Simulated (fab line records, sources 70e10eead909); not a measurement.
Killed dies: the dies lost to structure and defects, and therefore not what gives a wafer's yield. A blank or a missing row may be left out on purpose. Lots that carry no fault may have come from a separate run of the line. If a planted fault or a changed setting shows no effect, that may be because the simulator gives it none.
fab line records	flow nandHarc	part 2 of 2: steps 5 to 6 of 6
[record] lots = 23	wafers = 69	lastDay = 33
route steps=1302 shown A_STAIRCASE@700
lots that met no fault: from a run of the same line without faults
startH: hours from the record's first day to the start of the lot's first wafer shown	waitH: hours elapsed since this lot's preceding step	" unchanged from the row above	L1.1+2: one row covering several wafers at once	- no value, or no start given	* or withheld: withheld	< > ~ a bound
route shown NAME@n: NAME is a module with steps in the file, n the number in the route of the first one	usual: average and standard deviation across the fault-free wafers	same: alike in all rows	chamber/n: place in a boat	sites: each site's reading	_std_site: the standard deviation of these	_edge_site: outer sites' mean less inner sites'	radiusMm: for every site, how far away it sits from the centre of the wafer	mask NAME#n: copy n	behind: the tool/chamber that last shaped the wafer	hold: reason for holding the lot/hours on hold/outcome of the hold	device: which transistor (n, p or np) failed to switch	end of line: at the end of the route, the tests of the same wafers	a step given without rows: its recipe and nothing more	killed: at the first sort, the dies lost to defects and structure; wafer yield is something else	map: a wafer's dies, marking killed ones x, the rest . and places with no die _
set.NAME: the run value of the setting; set.NAME@STEP: its run value at that earlier step	model.NAME: the simulator's own value behind a step, which no gauge read
the route's steps for a sample of lots (tables are steps, rows are wafers)
services: a tool's chamber out of use, with start hour (startH, from the record's first day; less than 0 if before it), hours out, and reason
[[steps]]
[step NHARC_A_STAIRCASE_TRIM_220]
[recipe] timeS = 211.2	o2FlowSccm = 500	arFlowSccm = 0	biasW = 0	chemistry = O2
[usual] drypumpMotorCurrentA = 5.9/0.3	o2FlowSccm = 500.2/1.4	oesProductAu = 1.001/0.012	rfVppV = 57.9/0.84	showerheadPlenumPTorr = 3.50/0.16	throttleValvePct = 17.037/0.01
[same] biasW = 0	timeS = 211.2
lot.wafer	tool	chamber	startH	waitH	drypumpMotorCurrentA	o2FlowSccm	oesProductAu	rfHoursCounterH	rfVppV	showerheadPlenumPTorr	throttleValvePct
L074.4	rieDiel-03	3	362.09	0.1	5.8	501.1	1.012	7	57.6	3.63	17.030
L074.1	"	0	"	"	6.0	499.0	1.010	6	58.5	3.51	17.047
L074.2	"	2	"	"	6.1	500.3	0.998	7	57.4	3.29	17.036
L075.1	rieDiel-02	1	362.52	0.1	6.1	499.4	0.994	40	59.7	3.76	17.023
L075.4	"	2	"	"	5.6	502.5	0.990	40	56.9	3.34	17.033
L075.3	"	3	"	"	5.7	501.4	1.015	36	58.8	3.42	17.047
L076.2	rieDiel-03	0	385.27	0.2	6.0	500.8	1.012	13	57.4	3.50	17.033
L076.3	"	2	"	"	6.1	498.5	0.990	13	56.9	3.29	17.038
L076.4	"	2	"	"	6.1	498.8	0.993	-	57.8	3.29	17.028
L077.1	rieDiel-03	1	400.43	0.1	5.9	498.2	1.008	20	58.6	3.73	17.041
L077.5	"	3	"	"	5.8	499.3	1.021	-	57.5	3.62	17.041
L077.6	"	0	"	"	6.0	498.6	1.012	-	58.0	3.50	17.036
L078.2	rieDiel-03	0	400.83	0.1	6.0	502.2	1.007	22	57.7	3.50	17.034
L078.4	"	1	"	"	6.0	501.1	0.996	21	59.0	3.73	17.031
L078.3	"	2	"	"	6.1	500.9	1.004	20	57.8	3.29	17.038
L080.1	rieDiel-02	0	417.44	0.1	5.6	500.1	0.997	5	57.4	3.38	17.025
L080.2	"	2	"	"	5.6	501.9	0.994	5	56.7	3.33	17.023
L080.5	"	2	"	"	5.6	498.9	0.992	-	57.6	3.33	17.029
L079.3	rieDiel-02	0	418.93	0.1	5.6	499.7	0.988	5	57.4	3.38	17.045
L079.5	"	1	"	"	6.1	502.5	1.002	-	59.3	3.75	17.026
L079.6	"	2	"	"	5.6	499.6	0.992	-	57.9	3.33	17.040
L081.3	rieDiel-13	0	433.55	0.1	5.4	498.8	1.005	27	56.8	3.44	17.033
L081.4	"	3	"	"	6.6	502.1	0.990	-	56.7	3.57	17.024
L081.5	"	0	"	"	5.4	499.1	1.000	-	58.3	3.44	17.030
L082.2	rieDiel-02	1	440.74	0.1	6.1	500.7	0.985	14	59.3	3.74	17.059
L082.1	"	3	"	"	5.7	500.3	1.025	4	56.3	3.41	17.030
L082.6	"	2	"	"	5.6	504.1	0.987	-	57.1	3.33	17.043
L083.1	rieDiel-02	2	444.17	0.1	5.6	499.4	0.983	12	56.7	3.32	17.039
L083.4	"	3	"	"	5.7	500.2	1.020	4	57.8	3.41	17.040
L083.5	"	1	"	"	6.1	496.8	0.983	-	59.9	3.74	17.031
L084.3	rieDiel-03	3	463.19	0.1	5.8	501.6	0.999	38	58.9	3.61	17.038
L084.2	"	0	"	"	6.0	500.6	0.993	36	56.7	3.49	17.027
L084.6	"	3	"	"	5.8	500.1	0.998	-	58.1	3.61	17.036
L085.1	rieDiel-13	2	463.47	0.1	6.2	498.8	1.016	42	57.8	3.37	17.024
L085.3	"	1	"	"	5.6	501.7	0.992	32	56.9	3.52	17.040
L085.6	"	3	"	"	6.5	501.0	1.000	-	59.4	3.56	17.038
L086.3	rieDiel-02	3	481.44	0.1	5.6	499.0	1.018	18	57.6	3.40	17.019
L086.4	"	0	"	"	5.6	502.0	1.006	29	58.2	3.37	17.049
L086.2	"	2	"	"	5.6	499.3	0.981	14	57.6	3.32	17.048
L087.3	rieDiel-13	2	481.93	0.1	6.2	498.3	1.018	48	56.9	3.37	17.017
L087.2	"	3	"	"	6.6	501.8	1.008	46	58.0	3.56	17.049
L087.6	"	1	"	"	5.6	500.1	1.003	-	57.9	3.51	17.046
L088.4	rieDiel-02	3	499.72	0.1	5.7	497.6	1.017	24	56.3	3.40	17.034
L088.3	"	0	"	"	5.6	501.1	0.984	34	58.0	3.36	17.038
L088.6	"	3	"	"	5.7	498.9	1.005	-	58.6	3.40	17.042
L089.3	rieDiel-13	1	507.68	0.1	5.6	501.4	1.007	48	58.8	3.51	17.037
L089.5	"	1	"	"	5.6	500.8	1.002	-	56.9	3.51	17.052
L089.6	"	2	"	"	6.3	498.5	1.008	-	58.2	3.36	17.058
L090.2	rieDiel-13	3	537.23	0.1	6.6	499.0	1.004	2	57.7	3.55	17.034
L090.3	"	0	"	"	5.4	500.2	1.006	2	56.4	3.43	17.037
L090.1	"	2	"	"	6.2	499.8	1.013	2	57.1	3.36	17.049
L093.2	rieDiel-02	1	543.32	0.1	6.1	501.4	0.986	50	59.1	3.72	17.041
L093.3	"	3	"	"	5.6	500.9	1.019	38	57.9	3.39	17.041
L093.5	"	1	"	"	6.1	501.6	0.992	-	57.7	3.72	17.039
L092.4	rieDiel-13	2	544.35	0.1	6.2	499.2	1.017	4	56.6	3.36	17.032
L092.3	"	0	"	"	5.4	498.6	1.001	4	58.0	3.42	17.047
L092.5	"	2	"	"	6.3	500.3	1.019	-	57.5	3.36	17.040
L095.3	rieDiel-03	0	564.41	0.1	6.0	500.4	1.018	15	57.9	3.47	17.048
L095.6	"	2	"	"	6.1	500.9	1.006	-	57.5	3.80	17.046
L095.5	"	3	"	"	5.8	501.5	1.006	-	57.2	3.59	17.048
L094.4	rieDiel-02	0	564.74	0.1	5.6	500.3	1.010	54	57.1	3.35	17.041
L094.1	"	1	"	"	6.1	501.9	1.000	58	58.0	3.72	17.023
L094.3	"	3	"	"	5.7	502.1	1.033	44	58.3	3.39	17.049
L096.3	rieDiel-02	1	580.71	0.1	6.1	502.0	0.986	0	58.3	3.71	17.035
L096.1	"	0	"	"	5.6	500.9	0.995	0	58.5	3.35	17.039
L096.5	"	1	"	"	6.1	501.0	0.980	-	56.9	3.71	17.050
L097.4	rieDiel-03	2	596.12	0.1	6.1	499.0	1.027	24	58.2	3.79	17.043
L097.3	"	3	"	"	5.8	500.7	1.011	24	56.9	3.59	17.026
L097.2	"	0	"	"	6.0	501.5	1.021	28	58.8	3.47	17.038
[step NHARC_A_STAIRCASE_ETCH_236]
[recipe] targetDepthA = 1000	timeS = 40.5	ionEnergyEv = 400	c4f8FlowSccm = 20	o2FlowSccm = 10	arFlowSccm = withheld	rfW = 600	biasW = 1000	chemistry = C4F8/O2
[usual] biasW = 1000/3.1	oesProductAu = 0.941/0.014	rfVppV = 895/5.6
[same] timeS = 40.5
lot.wafer	tool	chamber	startH	waitH	biasW	oesProductAu	rfHoursCounterH	rfVppV
L074.1	rieDiel-03	0	-	-	1005	0.946	7	896
L074.4	"	1	"	"	1001	0.925	7	904
L074.2	"	2	"	"	1002	0.934	9	887
L075.4	rieDiel-03	2	-	-	1000	0.932	9	887
L075.3	"	3	"	"	1000	0.958	9	900
L075.1	"	1	"	"	999	0.955	7	903
L076.2	rieDiel-03	2	-	-	1008	0.931	15	886
L076.4	"	3	"	"	1000	0.970	15	901
L076.3	"	0	"	"	998	0.939	15	895
L077.1	rieDiel-03	1	-	-	1001	0.927	22	903
L077.5	"	0	"	"	1005	0.949	-	896
L077.6	"	1	"	"	999	0.934	-	903
L078.2	rieDiel-13	0	-	-	1005	0.972	15	893
L078.4	"	1	"	"	999	0.955	20	897
L078.3	"	2	"	"	1002	0.957	20	891
L080.2	rieDiel-02	0	-	-	1001	0.931	6	890
L080.1	"	2	"	"	998	0.924	6	889
L080.5	"	0	"	"	1006	0.932	-	890
L079.3	rieDiel-02	0	-	-	1005	0.937	7	891
L079.5	"	0	"	"	1003	0.933	-	890
L079.6	"	1	"	"	996	0.916	-	903
L081.4	rieDiel-13	3	-	-	997	0.935	33	896
L081.3	"	0	"	"	1002	0.949	28	893
L081.5	"	3	"	"	1000	0.936	-	898
L082.1	rieDiel-13	1	-	-	1001	0.948	25	896
L082.2	"	2	"	"	1002	0.970	36	891
L082.6	"	0	"	"	1000	0.949	-	893
L083.1	rieDiel-02	0	-	-	1001	0.929	15	890
L083.4	"	0	"	"	996	0.937	-	890
L083.5	"	1	"	"	999	0.930	-	903
L085.3	rieDiel-13	2	-	-	1005	0.940	43	890
L085.1	"	1	"	"	999	0.926	33	895
L085.6	"	2	"	"	1005	0.949	-	890
L084.2	rieDiel-03	3	-	-	1001	0.945	43	899
L084.3	"	2	"	"	996	0.930	44	886
L084.6	"	0	"	"	997	0.934	-	895
L086.2	rieDiel-03	0	-	-	1003	0.935	44	895
L086.3	"	2	"	"	1000	0.942	48	887
L086.4	"	0	"	"	1000	0.943	-	895
L087.2	rieDiel-13	1	-	-	995	0.932	39	895
L087.3	"	2	"	"	995	0.957	49	890
L087.6	"	1	"	"	997	0.939	-	896
L088.3	rieDiel-02	1	-	-	1001	0.909	39	903
L088.4	"	2	"	"	1001	0.915	26	888
L088.6	"	2	"	"	1000	0.910	-	888
L089.3	rieDiel-03	0	-	-	1000	0.946	51	894
L089.6	"	1	"	"	999	0.940	-	903
L089.5	"	2	"	"	999	0.944	-	886
L090.3	rieDiel-13	1	-	-	999	0.937	3	895
L090.1	"	2	"	"	996	0.955	3	889
L090.2	"	0	"	"	1002	0.952	3	893
L093.2	rieDiel-03	2	-	-	1003	0.954	6	906
L093.3	"	1	"	"	1001	0.957	8	902
L093.5	"	2	"	"	1000	0.958	-	907
L092.4	rieDiel-02	3	-	-	996	0.965	40	893
L092.3	"	0	"	"	997	0.961	51	889
L092.5	"	2	"	"	1005	0.928	-	888
L095.3	rieDiel-02	1	-	-	999	0.929	60	902
L095.5	"	0	"	"	998	0.950	-	890
L095.6	"	1	"	"	1001	0.930	-	904
L094.3	rieDiel-02	1	-	-	996	0.947	60	901
L094.4	"	3	"	"	998	0.955	45	890
L094.1	"	0	"	"	1003	0.956	55	889
L096.3	rieDiel-02	3	-	-	999	0.942	1	890
L096.1	"	1	"	"	999	0.942	1	903
L096.5	"	3	"	"	1001	0.942	-	891
L097.4	rieDiel-02	3	-	-	999	0.956	4	892
L097.3	"	0	"	"	1001	0.928	5	891
L097.2	"	2	"	"	1001	0.916	5	887
[[services]]
tool	chamber	startH	hours	kind
rieDiel-03	-	338.03	9.0	pm
rieDiel-13	-	342.98	9.0	pm
plasmaAsher-02	-	350.41	0.6	repair
rieDiel-02	1	355.00	3.3	repair
rieDiel-13	0	366.74	5.3	repair
rieDiel-03	2	369.12	4.0	repair
rieDiel-13	-	369.69	2.0	repair
rieDiel-03	3	381.88	5.0	repair
plasmaAsher-02	-	389.53	0.3	repair
rieDiel-02	-	393.83	9.0	pm
rieDiel-02	3	406.93	23.0	repair
rieDiel-03	0	407.06	7.3	repair
rieDiel-13	1	415.40	12.0	repair
plasmaAsher-02	-	426.04	9.0	pm
rieDiel-13	1	427.60	7.2	repair
rieDiel-03	-	439.30	0.3	repair
rieDiel-02	2	445.54	28.5	repair
rieDiel-13	0	465.15	9.5	repair
rieDiel-03	-	515.03	9.0	pm
rieDiel-13	-	519.98	9.0	pm
plasmaAsher-02	-	552.38	3.5	repair
rieDiel-13	1	560.85	12.8	repair
rieDiel-02	0	570.31	8.6	repair
rieDiel-02	-	570.87	9.0	pm
